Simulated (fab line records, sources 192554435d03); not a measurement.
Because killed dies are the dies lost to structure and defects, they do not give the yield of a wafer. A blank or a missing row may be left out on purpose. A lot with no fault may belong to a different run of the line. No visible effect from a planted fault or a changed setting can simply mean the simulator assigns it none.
fab line records	flow n5_finfet
record: lots: 5	wafers: 14	last_day: 16
route steps=1938 shown BEOL_M5@1154 BEOL_M6@1194 PASSIVATION@1936
lots with no fault: from the same line, run without faults
start_h: hours from the record's opening day to when the first of the lot's shown wafers began	wait_h: how many hours have passed since the lot's step before this one	" unchanged from the row above	L1.1+2: one row covering several wafers at once	- either no value or no given start	* or withheld: withheld	< > ~ a bound
route shown NAME@n: a module of which the file shows steps, and the number in the route of the first	usual: mean and standard deviation over wafers with no fault	same: alike in all rows	chamber/n: place in a boat	sites: the reading at each site	_std_site: how widely they spread, as a standard deviation	_edge_site: the outer-site mean with the inner-site mean subtracted	radius_mm: for every site, how far away it sits from the centre of the wafer	mask NAME#n: copy n	behind: the most recent tool/chamber to have shaped the wafer	hold: the reason the lot was held/the length of the hold in hours/how it ended	device: the n, p or np transistor that did not switch	end of line: the tests these same wafers got at the end of their route	step lacking rows: just its recipe	killed: dies lost to structure and defects at the first sort, not the wafer's yield	map: a wafer's dies, x killed, . not, _ none there
set.NAME: the setting that was run; set.NAME@STEP: the one run at that earlier step	model.NAME: the simulator's own value behind a step, which no gauge read
certain route steps with their lots: each step a table, each wafer a row
services: the hour from which a tool's chamber was out of use, counted from the record's first day as start_h (under 0 if before that day), plus the number of hours and why
== steps ==
step: N5_BEOL_M5_ETCH_68
recipe: chemistry: N2/H2	target: SOC	target_depth_a: 800	overetch_a: 160	mask_material: SiARC	temp_c: 40	time_s: 120	ion_energy_ev: 200	pressure_mtorr: 30	source_w: 840	bias_w: 150	n2_flow_sccm: 200	h2_flow_sccm: 200
step: N5_BEOL_M5_STRIP_69
recipe: chemistry: N2/H2	temp_c: 40	n2_flow_sccm: 200	h2_flow_sccm: 200	rf_frequency_hz: 6e+07
step: N5_BEOL_M5_STRIP_76
recipe: chemistry: N2/H2	temp_c: 40	n2_flow_sccm: 200	h2_flow_sccm: 200	rf_frequency_hz: 6e+07
step: N5_BEOL_M5_VIA_ETCH_34
recipe: chemistry: C4F6/O2	target: SiCOH_lowk	target_depth_a: 883	mask_material: SOC	taper_deg: 4	time_s: 39.2	ion_energy_ev: 250	pressure_mtorr: 30	source_w: 345	bias_w: 185	Ar_flow_sccm: 300	C4F6_flow_sccm: 10	O2_flow_sccm: 10
step: N5_BEOL_M5_STRIP_85
recipe: chemistry: C4F6/O2	resist: SiARC	rf_frequency_hz: 6e+07
step: N5_BEOL_M5_STRIP_36
recipe: chemistry: N2/H2	power_w: 450	temp_c: 40	pressure_mtorr: 20	rf_frequency_hz: 6e+07	overash_fraction: 0.3	bias_power_w: 7	h2_frac: 0.5	n2_flow_sccm: 200	h2_flow_sccm: 200
usual: bias_power_w: 7.006/0.022	drypump_motor_current_A: 5.5/0.51	oes_product_au: 0.79/0.079	rf_vpp_V: 59.2/1.5	showerhead_plenum_p_Torr: 2.55/0.06	throttle_valve_pct: 23.73/0.26
lot.wafer	tool	chamber	start_h	wait_h	bias_power_w	drypump_motor_current_A	oes_product_au	rf_hours_counter_h	rf_vpp_V	showerhead_plenum_p_Torr	throttle_valve_pct
L621.2	rie_diel-06	0	170.71	0.0	7.029	4.9	0.69	228	57.8	2.52	23.34
L621.5	"	3	"	"	6.961	6.3	0.98	-	61.5	2.51	23.86
L622.3	rie_diel-04	3	179.35	0.0	7.004	5.3	0.87	49	60.9	2.58	23.57
L622.4	"	1	"	"	7.026	6.1	0.76	165	58.3	2.64	23.71
L622.6	"	1	"	"	7.006	6.1	0.75	-	60.8	2.64	23.72
L624.3	rie_diel-06	1	184.77	0.0	6.984	5.5	0.74	175	59.8	2.63	23.87
L624.4	"	3	"	"	7.006	6.2	0.96	4	57.6	2.51	23.85
L624.6	"	3	"	"	7.006	6.3	0.95	-	57.0	2.51	23.85
L625.2	rie_diel-02	3	196.34	0.0	7.011	5.0	0.74	172	58.9	2.66	23.68
L625.4	"	1	"	"	7.009	5.7	0.77	145	63.5	2.55	23.85
L625.5	"	1	"	"	7.002	5.7	0.78	-	58.5	2.55	23.85
L638.1	rie_diel-06	0	273.97	0.0	6.979	4.9	0.95	4	61.2	2.50	23.10
L638.5	"	2	"	"	6.998	5.8	0.72	-	59.0	2.52	24.13
L638.6	"	1	"	"	6.979	5.5	0.72	-	60.1	2.62	23.89
step: N5_BEOL_M5_TRENCH_ETCH_37
recipe: chemistry: C4F6/O2	target_depth_a: 716.52	target: SiCOH_lowk	time_s: 24.7	ion_energy_ev: 250	pressure_mtorr: 30	source_w: 345	bias_w: 185	Ar_flow_sccm: 300	C4F6_flow_sccm: 10	O2_flow_sccm: 10
step: N5_BEOL_M5_ETCH_41
recipe: chemistry: CH3F/O2	target: SiCN	target_depth_a: 315	taper_deg: 2	time_s: 56.7	ion_energy_ev: 120	mask_material: TiN	pressure_mtorr: 30	source_w: 395	bias_w: 75	Ar_flow_sccm: 150	CH3F_flow_sccm: 30	O2_flow_sccm: 20
step: N5_BEOL_M5_STRIP_91
recipe: chemistry: N2/H2	time_s: 10	power_w: 450	temp_c: 40	pressure_mtorr: 20	rf_frequency_hz: 6e+07	bias_power_w: 7	n2_flow_sccm: 200	h2_flow_sccm: 200
step: N5_BEOL_M5_OCD_MEAS_38
usual: trench_depth_nm: 71.7/1.3
lot.wafer	tool	chamber	start_h	wait_h	trench_depth_nm
L621.2	ocd-02	-	170.90	-	70.5
L621.5	"	-	"	"	73.4
L622.3	ocd-01	-	179.55	-	72.6
L622.4	"	-	"	"	71.5
L622.6	"	-	"	"	71.3
L624.3	ocd-01	-	184.96	-	72.4
L624.4	"	-	"	"	72.9
L624.6	"	-	"	"	73.0
L625.2	ocd-01	-	196.54	-	69.7
L625.4	"	-	"	"	71.5
L625.5	"	-	"	"	70.5
L638.1	ocd-01	-	274.16	-	70.7
L638.5	"	-	"	"	70.0
L638.6	"	-	"	"	71.7
step: N5_BEOL_M5_HM_STRIP_39
recipe: chemistry: peroxide_tin_strip	material: TiN	target_depth_a: 250	temp_c: 50	time_s: 158
step: N5_BEOL_M5_SRD_40
recipe: time_s: 30	temp_c: 23	rinse_liquid: diw	dry: ipa_marangoni
step: N5_BEOL_M5_PRECLEAN_42
recipe: chemistry: residue_remover	time_s: 60	temp_c: 40
lot.wafer	tool	chamber	start_h	wait_h
L621.2+5	wet_bench-02	1,0	171.00	0.0
L622.3+4+6	wet_bench-03	5,2,0	179.65	0.0
L624.3+4+6	wet_bench-03	7,5,6	185.06	0.0
L625.2+4+5	wet_bench-03	6,4,5	196.65	0.0
L638.1+5+6	wet_bench-03	1,3,5	274.26	0.0
step: N5_BEOL_M5_SRD_43
recipe: time_s: 30	temp_c: 23	rinse_liquid: diw	dry: ipa_marangoni
step: N5_BEOL_M5_CD_MEAS_35
recipe: target_cd_nm: 28	target_cd_y_nm: 24	polarity: opening
usual: cd_nm: 28.1/0.38
lot.wafer	tool	chamber	start_h	wait_h	cd_nm
L621.2	cd_sem-02	-	171.05	0.0	28.7
L621.5	"	-	"	"	28.0
L622.3	cd_sem-02	-	179.71	0.0	27.5
L622.4	"	-	"	"	28.0
L622.6	"	-	"	"	27.8
L624.3	cd_sem-01	-	185.12	0.0	29.0
L624.4	"	-	"	"	28.5
L624.6	"	-	"	"	28.2
L625.2	cd_sem-01	-	196.71	0.0	28.0
L625.4	"	-	"	"	28.5
L625.5	"	-	"	"	28.0
L638.1	cd_sem-02	-	274.31	0.0	28.4
L638.5	"	-	"	"	27.9
L638.6	"	-	"	"	28.3
step: N5_BEOL_M5_CURE_80
recipe: temp_c: 370	time_s: 120	ambient: DMADMS/He	material: SiCOH_lowk
step: N5_BEOL_M5_DEGAS_44
recipe: ambient: vacuum	temp_c: 250	time_s: 60
step: N5_BEOL_M5_PRE_CLEAN_45
recipe: gas: H2/He	time_s: 30	temp_c: 250
usual: heater_power_w: 333/27
lot.wafer	tool	chamber	start_h	wait_h	heater_power_w
L621.2	pvd_sputter-03	-	171.46	0.0	393
L621.5	"	-	"	"	389
L622.3	pvd_sputter-03	-	180.11	0.0	315
L622.4	"	-	"	"	399
L622.6	"	-	"	"	308
L624.3	pvd_sputter-02	-	185.53	0.0	316
L624.4	"	-	"	"	333
L624.6	"	-	"	"	308
L625.2	pvd_sputter-02	-	197.33	0.0	316
L625.4	"	-	"	"	358
L625.5	"	-	"	"	330
L638.1	pvd_sputter-03	-	274.71	0.0	353
L638.5	"	-	"	"	340
L638.6	"	-	"	"	388
step: N5_BEOL_M5_ALD_86
recipe: material: TaN	target_thk_a: *	temp_c: 275	ald_precursor_family: PDMAT	ald_co_reactant: NH3	pressure_torr: 3	carrier_flow_sccm: 1500	pulse_time_s: 2	purge_time_s: 3	co_reactant_purge_time_s: 2	co_reactant_pulse_time_s: 3	ald_cycles: 30	precursor_vessel_temp_c: 75	precursor_vessel_pressure_torr: 26.25	precursor_vessel_carrier_sccm: 1000
step: N5_BEOL_M5_SURFACE_TREAT_87
recipe: gas: Ar	time_s: *	ion_energy_ev: *	ion_current_ma_cm2: 0.5	pressure_mtorr: *	ar_flow_sccm: 30
step: N5_BEOL_M5_CVD_47
recipe: material: Co	target_thk_a: 30	temp_c: withheld	precursor: CCTBA/H2	pressure_torr: 30	time_s: 216
step: N5_BEOL_M5_SPUTTER_48
recipe: material: Cu	target_thk_a: 150	temp_c: -20	chamber_pressure_pa: 0.07	power_w: withheld	time_s: 27.62
step: N5_BEOL_M5_ANNEAL_49
recipe: temp_c: 400	time_s: 1800	ambient: vacuum
step: N5_BEOL_M5_SPUTTER_81
recipe: material: Cu	target_thk_a: 150	temp_c: -20	chamber_pressure_pa: 0.07	power_w: withheld	time_s: 27.62
usual: chuck_gas_flow_sccm: 1.26/0.047	chuck_sensor_temp_C: -15.9/0.3	throttle_valve_pct: 30.2/1.3
lot.wafer	tool	chamber	start_h	wait_h	chuck_gas_flow_sccm	chuck_sensor_temp_C	throttle_valve_pct
L621.2	pvd_sputter-02	-	173.10	0.5	1.28	-16.3	31.8
L621.5	"	-	"	"	1.25	-16.3	30.4
L622.3	pvd_sputter-03	-	181.70	0.5	1.19	-15.6	29.1
L622.4	"	-	"	"	1.27	-16.1	27.4
L622.6	"	-	"	"	1.12	-15.6	28.8
L624.3	pvd_sputter-03	-	187.12	0.5	1.30	-15.5	29.5
L624.4	"	-	"	"	1.30	-16.0	27.5
L624.6	"	-	"	"	1.22	-16.1	27.3
L625.2	pvd_sputter-01	-	198.98	0.5	1.27	-16.4	30.9
L625.4	"	-	"	"	1.32	-16.1	31.4
L625.5	"	-	"	"	1.33	-16.1	30.8
L638.1	pvd_sputter-03	-	276.42	0.5	1.25	-15.6	28.7
L638.5	"	-	"	"	1.22	-16.1	27.8
L638.6	"	-	"	"	1.31	-15.4	29.3
step: N5_BEOL_M5_ANNEAL_82
recipe: temp_c: 400	time_s: 1800	ambient: vacuum
usual: heater_power_w: 840/74
lot.wafer	tool	chamber	start_h	wait_h	heater_power_w
L621.2	pvd_sputter-02	-	173.18	0.0	790
L621.5	"	-	"	"	791
L622.3	pvd_sputter-03	-	181.78	0.0	947
L622.4	"	-	"	"	979
L622.6	"	-	"	"	761
L624.3	pvd_sputter-03	-	187.20	0.0	933
L624.4	"	-	"	"	994
L624.6	"	-	"	"	1001
L625.2	pvd_sputter-01	-	199.06	0.0	757
L625.4	"	-	"	"	796
L625.5	"	-	"	"	802
L638.1	pvd_sputter-03	-	276.50	0.0	798
L638.5	"	-	"	"	1012
L638.6	"	-	"	"	946
step: N5_BEOL_M5_SPUTTER_83
recipe: material: Cu	target_thk_a: 150	temp_c: -20	chamber_pressure_pa: 0.07	power_w: withheld	time_s: 27.62
step: N5_BEOL_M5_ANNEAL_84
recipe: temp_c: 400	time_s: 1800	ambient: vacuum
step: N5_BEOL_M5_SPUTTER_88
recipe: material: Cu	target_thk_a: 150	temp_c: -20	chamber_pressure_pa: 0.07	power_w: withheld	time_s: 27.62
step: N5_BEOL_M5_ANNEAL_89
recipe: temp_c: 400	time_s: 1800	ambient: vacuum
step: N5_BEOL_M5_SPUTTER_90
recipe: material: Cu	target_thk_a: 45	temp_c: -20	chamber_pressure_pa: 0.07	power_w: withheld	time_s: 8.29
step: N5_BEOL_M5_ECD_50
recipe: material: Cu	target_thk_a: 3000
step: N5_BEOL_M5_ANNEAL_51
recipe: temp_c: 225	time_s: 90	ambient: N2
step: N5_BEOL_M5_CMP_52
recipe: stop_on: SiCOH_lowk	t_overpolish_s: 6.9	down_force_psi: 1	platen_rpm: 50	clearing_platen_down_force_psi: 1.5	clearing_platen_rpm: 50	post_cmp_clean: cu_alkaline	target_thk_nm: 62	clearing_platen_pad_velocity_m_s: 0.99484	pad_velocity_m_s: 0.99484
step: N5_BEOL_M5_THK_MEAS_53
recipe: thk_meas_gauge: xrf	reads: Cu_of_BEOL_M5_ECD_50
usual: M5_THK: 62.6/1.8
lot.wafer	tool	chamber	start_h	wait_h	M5_THK[nm]
L621.2	film_metro-02	-	180.45	-	61.1
L621.5	"	-	"	"	67.1
L622.3	film_metro-02	-	186.28	-	62.1
L622.4	"	-	"	"	61.0
L622.6	"	-	"	"	60.9
L624.3	film_metro-02	-	191.18	-	62.5
L624.4	"	-	"	"	64.1
L624.6	"	-	"	"	64.0
L625.2	film_metro-02	-	203.77	-	58.2
L625.4	"	-	"	"	60.5
L625.5	"	-	"	"	60.0
L638.1	film_metro-01	-	280.48	-	62.1
L638.5	"	-	"	"	60.5
L638.6	"	-	"	"	62.9
step: N5_BEOL_M5_PRE_CLEAN_77
recipe: gas: NH3/H2	time_s: 15	temp_c: *	rf_power_w: 300
step: N5_BEOL_M5_CO_CAP_78
recipe: material: Co	target_thk_a: 20	temp_c: 200	precursor: CCTBA/H2	pressure_torr: 30	time_s: 102.1
usual: heater_power_w: 231/5.8
lot.wafer	tool	chamber	start_h	wait_h	heater_power_w	since_wet_clean_h
L621.2	cvd_co-02	2	180.53	0.0	226	263
L621.5	"	1	"	"	234	-
L622.3	cvd_co-02	1	186.35	0.0	238	1165
L622.4	"	1	"	"	224	-
L622.6	"	0	"	"	230	-
L624.3	cvd_co-02	1	191.25	0.0	225	1170
L624.4	"	2	"	"	228	-
L624.6	"	0	"	"	234	-
L625.2	cvd_co-02	0	203.85	0.0	237	745
L625.4	"	1	"	"	229	-
L625.5	"	2	"	"	229	-
L638.1	cvd_co-01	0	280.55	0.0	245	1041
L638.5	"	2	"	"	226	-
L638.6	"	0	"	"	242	-
step: N5_BEOL_M5_PRE_CLEAN_55
recipe: gas: NH3	time_s: 15	temp_c: withheld	rf_power_w: 300
step: N5_BEOL_M5_DEP_56
recipe: material: SiCN	target_thk_a: 80	temp_c: withheld	precursor: 3MS/NH3	pressure_torr: 3	rf_w: 202	time_s: 14
step: N5_BEOL_M5_RS_MEAS_57
recipe: thk_meas_gauge: four-point-probe	reads: Co_of_BEOL_M5_CO_CAP_78+Cu_of_BEOL_M5_ECD_50+Co_of_BEOL_M5_CVD_47+TaN_of_BEOL_M5_ALD_86
usual: M5_RS: 0.383/0.013
lot.wafer	tool	chamber	start_h	wait_h	M5_RS[ohm/sq]
L621.2	film_metro-02	-	180.74	0.1	0.391
L621.5	"	-	"	"	0.350
L622.3	film_metro-01	-	186.54	0.1	0.383
L622.4	"	-	"	"	0.389
L622.6	"	-	"	"	0.391
L624.3	film_metro-02	-	191.44	0.1	0.381
L624.4	"	-	"	"	0.369
L624.6	"	-	"	"	0.372
L625.2	film_metro-01	-	204.03	0.1	0.418
L625.4	"	-	"	"	0.402
L625.5	"	-	"	"	0.404
L638.1	film_metro-02	-	280.74	0.0	0.386
L638.5	"	-	"	"	0.399
L638.6	"	-	"	"	0.378
step: N5_BEOL_M6_ILD_DEP_00
recipe: material: SiCOH_lowk	target_thk_a: 1797.5	temp_c: 300	precursor: DEMS/porogen	pressure_torr: 5	rf_w: 500	time_s: 33.4
step: N5_BEOL_M6_CURE_74
recipe: temp_c: 385	time_s: 240	ambient: He/Ar	material: SiCOH_lowk
step: N5_PASSIVATION_PROBE_49
usual: defect_limited_yield: 91.3/1.7	killed_at_M0_to_M3: 33/9.9	killed_at_M4_up: 14/6.4	killed_at_contacts: 12/7	killed_at_front_end: 41/13	killed_at_other: 3.1/2.9	killed_dies: 103/20	killed_on_rim: 13/4	killed_open: 67/14	killed_short: 34/9.4	sort_bin_5_function: 5.1/1.1	sort_bin_6_memory: 3.2/0.79	sort_bin_8_speed: 0.02/0.15	sort_n_pass: 1077/21	sort_yield_pct: 91.2/1.7
same: gross_dies: 1180	killed_at_back_side: 0	sort_bin_4_leakage[%]: 0
lot.wafer	tool	chamber	start_h	wait_h	defect_limited_yield[%]	killed_at_M0_to_M3	killed_at_M4_up	killed_at_contacts	killed_at_front_end	killed_at_other	killed_dies	killed_on_rim	killed_open	killed_short	sort_bin_5_function[%]	sort_bin_6_memory[%]	sort_bin_8_speed[%]	sort_n_pass	sort_yield_pct[%]
L622.3	prober-02	-	271.03	0.1	93.1	31	7	10	33	1	82	8	51	31	3.9	2.9	0	1098	93.1
L622.4	prober-02	-	271.08	0.2	90.7	45	20	14	29	2	110	11	70	40	5.8	3.1	0	1070	90.7
L622.6	prober-02	-	271.18	0.3	93.1	33	6	6	37	0	82	14	53	29	4.7	2.0	0	1098	93.1
L624.3	prober-02	-	279.27	0.1	90.0	41	11	8	57	1	118	6	71	46	5.4	3.9	0.08	1062	90.0
L624.4	prober-02	-	279.32	0.2	91.1	33	15	6	50	1	105	10	76	27	5.8	2.7	0	1075	91.1
L624.6	prober-02	-	279.42	0.3	90.6	48	18	3	41	1	111	9	74	36	5.5	3.6	0	1069	90.6
L625.2	prober-01	-	291.35	0.1	90.9	43	7	9	48	0	107	11	62	44	5.4	3.3	0	1073	90.9
L625.4	prober-01	-	291.45	0.2	91.8	14	14	19	47	3	97	16	64	33	4.4	3.6	0	1083	91.8
L625.5	prober-01	-	291.50	0.2	85.3	41	101	9	19	4	174	23	50	32	9.8	3.5	0	1006	85.3
killed by level:class
L622.3 FIN_SAQP:geometric_particle:short=9 DUMMY_GATE:geometric_particle:open=7 MOL_CONTACT_COAG:geometric_particle:open=7 BEOL_M2:geometric_particle:open=7 BEOL_M3:geometric_particle:open=7 FIN_SAQP:geometric_particle:open=6 BEOL_M0_SAQP:geometric_particle:short=4 BEOL_M3:geometric_particle:short=3
L622.4 MOL_CONTACT_COAG:geometric_particle:open=13 BEOL_M0_SAQP:geometric_particle:short=10 FIN_SAQP:geometric_particle:open=8 BEOL_M0_SAQP:geometric_particle:open=8 BEOL_M3:geometric_particle:open=8 FIN_SAQP:geometric_particle:short=7 BEOL_M2:geometric_particle:open=7 BEOL_M1:geometric_particle:short=4
L622.6 FIN_SAQP:geometric_particle:open=10 FIN_SAQP:geometric_particle:short=8 BEOL_M0_SAQP:geometric_particle:short=8 BEOL_M3:geometric_particle:open=7 MOL_CONTACT_COAG:geometric_particle:open=6 BEOL_M0_SAQP:geometric_particle:open=6 BEOL_M3:geometric_particle:short=5 DUMMY_GATE:geometric_particle:open=4
L624.3 STI_FIN_REVEAL:geometric_particle:open=17 BEOL_M0_SAQP:geometric_particle:short=11 GATE_CUT:geometric_particle:short=9 FIN_SAQP:geometric_particle:short=8 BEOL_M2:geometric_particle:open=8 BEOL_M3:geometric_particle:open=8 FIN_SAQP:geometric_particle:open=7 BEOL_M4:geometric_particle:open=7
L624.4 STI_FIN_REVEAL:geometric_particle:open=15 GATE_CUT:geometric_particle:open=9 GATE_CUT:geometric_particle:short=8 BEOL_M0_SAQP:geometric_particle:open=8 BEOL_M2:geometric_particle:open=7 BEOL_M4:geometric_particle:open=7 BEOL_M3:geometric_particle:open=6 BEOL_M1:geometric_particle:open=5
L624.6 STI_FIN_REVEAL:geometric_particle:open=15 BEOL_M1:geometric_particle:open=11 BEOL_M0_SAQP:geometric_particle:short=10 GATE_CUT:geometric_particle:short=8 BEOL_M4:geometric_particle:open=8 BEOL_M3:geometric_particle:open=7 BEOL_M0_SAQP:geometric_particle:open=6 BEOL_M2:geometric_particle:open=6
L625.2 STI_FIN_REVEAL:geometric_particle:open=17 BEOL_M0_SAQP:geometric_particle:short=11 BEOL_M0_SAQP:geometric_particle:open=10 BEOL_M1:geometric_particle:open=9 DUMMY_GATE:geometric_particle:open=6 GATE_CUT:geometric_particle:short=6 MOL_CONTACT_COAG:geometric_particle:open=5 MOL_CONTACT_COAG:geometric_particle:short=4
L625.4 STI_FIN_REVEAL:geometric_particle:open=17 MOL_CONTACT_COAG:geometric_particle:open=15 BEOL_M0_SAQP:geometric_particle:short=7 FIN_SAQP:geometric_particle:short=6 DUMMY_GATE:geometric_particle:open=5 FIN_SAQP:geometric_particle:open=4 MOL_CONTACT_COAG:geometric_particle:short=4 BEOL_M0_SAQP:geometric_particle:open=4
L625.5 BEOL_M5:unspecified=91 BEOL_M0_SAQP:geometric_particle:short=14 BEOL_M0_SAQP:geometric_particle:open=11 MOL_CONTACT_COAG:geometric_particle:open=7 DUMMY_GATE:geometric_particle:open=5 BEOL_M3:geometric_particle:open=5 BEOL_M1:geometric_particle:open=4 BEOL_M1:geometric_particle:short=3
map L625.5 (x killed, . not)
_________________..x.xxxxxxxx________________
______________.......xxxxxxxxxxx_____________
___________.....xxxx.xxxxxxxxxxx...__________
__________........xxx.xxxxxxxxxxx..._________
________............xxxxxxxxxxxx.x...._______
_______........x...xxxxxxxxxxxxxx......______
______.x........x....xxxxxxxx.x........._____
_____.......x......x.xxxxxxx..x..........____
____.x.x...............xx..........x......___
___.......x..............x.........x.......__
___.x........x.........x.....x...x........x__
__............x........................x...._
__...x....x........x..x.................x..._
_..x..........x....x.........................
_.x.....x...x..x....................x........
_......x..........x.............x............
_............................x...............
_.............x.....................x.......x
_...........x.......x.x......................
_............x.x..........x.x................
_......................................x..x..
__..........................x..........x...._
__.x...xx...........................x......._
___...........x............x...x...........__
___x............x.....x..............x..xx.__
____...............x.x..............x.....___
_____................x...................____
______................................x._____
_______..........x.x...................______
________...x...........x.x............_______
__________.........xxx.......x......_________
___________...................x....__________
______________...x.............._____________
_________________............________________
map L622.4 (x killed, . not)
_________________x..x...x....________________
______________...x.............._____________
___________........................__________
__________.............x....x......._________
________.......x....xx................_______
_______..........x....x................______
______.....x..x......................x.._____
_____x.................x....x......x.....____
____...............................xx.....___
___...x.....x...x...x............x.........__
___.........xx..x.x........x.x...x.......x.__
__....x.................x..........x........_
__.x...........................x......x....._
_.................x..........x...............
_.......x.x...x...........................x..
_...x.....xx.................x.x....x........
_.x...............x......x...x....x..........
_.....x...x..x.x......xx.....................
_............xx....................x..x......
_................................x..........x
_x..x....x.x..........................x...x..
__.......x............x............x........_
__.....x............x....x............x....._
___.........x.x...............x............__
___x.....x...........xx.................x..__
____......x...x......x....................___
_____...x....x........x....x......xxx....____
______......x..................xx......._____
_______................................______
________.....x.x......................_______
__________x.....................x..._________
___________x..............x..x.....__________
______________.................._____________
_________________.....x......________________
== services ==
tool	chamber	start_h	hours	kind
cvd_co-02	2	157.27	6.8	repair
cvd_co-01	-	165.04	0.5	repair
rie_diel-06	-	177.84	0.6	repair
rie_diel-04	0	185.19	4.0	repair
rie_diel-06	3	235.37	2.3	repair
rie_diel-06	0	244.91	-	clean
rie_diel-06	0	244.91	-	consumable_replace:focus_ring
rie_diel-06	0	244.91	17.9	scheduled_down
rie_diel-06	0	244.91	17.9	vent_cycle
pvd_sputter-02	-	269.38	29.2	repair
== key ==
first_sign: step: N5_PASSIVATION_PROBE_49	reading: killed_at_M4_up	direction: up	sigmas: 14	usual: 14	struck: 101
effect: step: N5_PASSIVATION_PROBE_49	reading: killed_dies	direction: up	sigmas: 3.5	usual: 103	struck: 174
more_kills_born_at: N5_BEOL_M5_PRECLEAN_42@wet_bench-03: 91
met_at N5_BEOL_M5_PRECLEAN_42
struck_wafers L625.5
onset_between 185.06 196.65
fault: kind: chamber_particle_source	tool: wet_bench-03	chamber: 5	onset_h: 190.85	steps: N5_BEOL_M5_PRECLEAN_42	rate_per_visit_cm2: 0.63637	end_h: 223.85
